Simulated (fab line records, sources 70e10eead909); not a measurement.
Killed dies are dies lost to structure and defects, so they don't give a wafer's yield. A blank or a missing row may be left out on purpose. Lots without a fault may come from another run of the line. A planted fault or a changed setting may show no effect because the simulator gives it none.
Which tool did it? | flow nand_harc | 6 lots, 18 wafers sampled, at 5 steps of a route of 1159

WHAT THE GAUGES READ, wafer by wafer
NHARC_END_SORT_01.
lot  | measured     | on        | killed_dies
L602 | day 20 20:11 | prober-02 | 28
L605 | day 21 20:23 | prober-02 | 30 25 25
L607 | day 22 05:38 | prober-02 | 41 32 34
L612 | day 23 03:16 | prober-01 | 677 677 677
L614 | day 23 15:02 | prober-02 | 677 677 677

WHICH TOOL RAN EACH LOT (tool, then ch and the chambers of the sampled wafers, then the start)
lot  | NHARC_A_STAIRCASE_ALD_415        | NHARC_A_STAIRCASE_STRIP_446          | NHARC_A_STAIRCASE_ETCHBACK_157     | NHARC_A_STAIRCASE_DEP_471
L602 | ald_hk-02 ch 0,1,2, day 13 04:47 | plasma_asher-02 ch 0,1, day 15 03:13 | rie_diel-11 ch 1,2,3, day 15 04:56 | pecvd-04 ch 0,1, day 15 05:34
L605 | ald_hk-01 ch 0,2,3, day 14 02:20 | plasma_asher-01 ch 0,1, day 16 01:12 | rie_diel-11 ch 0,1,3, day 16 02:51 | pecvd-02 ch 0,1,2, day 16 03:08
L607 | ald_hk-02 ch 0,2,3, day 14 19:11 | plasma_asher-02 ch 0,1, day 16 16:08 | rie_diel-01 ch 0,1,2, day 16 17:51 | pecvd-01 ch 0,1,2, day 16 18:09
L612 | ald_hk-03 ch 1,2,3, day 15 17:18 | plasma_asher-01 ch 0,1, day 17 13:19 | rie_diel-13 ch 0,2,3, day 17 14:58 | pecvd-01 ch 1,2, day 17 15:19
L614 | ald_hk-03 ch 0,1,2, day 16 07:48 | plasma_asher-02 ch 0,1, day 17 23:49 | rie_diel-11 ch 2,3, day 18 01:24   | pecvd-01 ch 0,1, day 18 01:40
L617 | ald_hk-01 ch 0,1,2, day 17 12:00 | plasma_asher-01 ch 0,1, day 19 03:10 | rie_diel-11 ch 0,3, day 19 04:50   | pecvd-04 ch 0,2, day 19 05:08
- NHARC_A_STAIRCASE_ALD_415: deposits SiO2, target thk 30 nm, pulse time 6 s, ald cycles 300.
- NHARC_A_STAIRCASE_STRIP_446: strips in O2.
- NHARC_A_STAIRCASE_ETCHBACK_157: etches the open film in CH3F/O2, target depth 90 nm, time 167.14 s.
- NHARC_A_STAIRCASE_DEP_471: deposits SiO2, target thk 100 nm.

THE ANSWER, worked out from the rows above alone
Rule: what is usual is taken from the lots themselves. Put in order of their means at a reading, lots are off if they are a third of the lots or fewer, leave a main group of 4 or more, and stand apart from it by a gap of 3 or more times the standard deviation of the main group's means; of several such gaps the widest counts. A main group whose means are all the same, to the digits that the tables above print for the reading, isn't used. A lot without any number at a reading at which 4 lots or more have one is off too. The other lots that the step has rows for count as sound.
No lot is off at any reading shown: from this, nothing can be told.

WHAT THE SIMULATOR HAD PUT IN
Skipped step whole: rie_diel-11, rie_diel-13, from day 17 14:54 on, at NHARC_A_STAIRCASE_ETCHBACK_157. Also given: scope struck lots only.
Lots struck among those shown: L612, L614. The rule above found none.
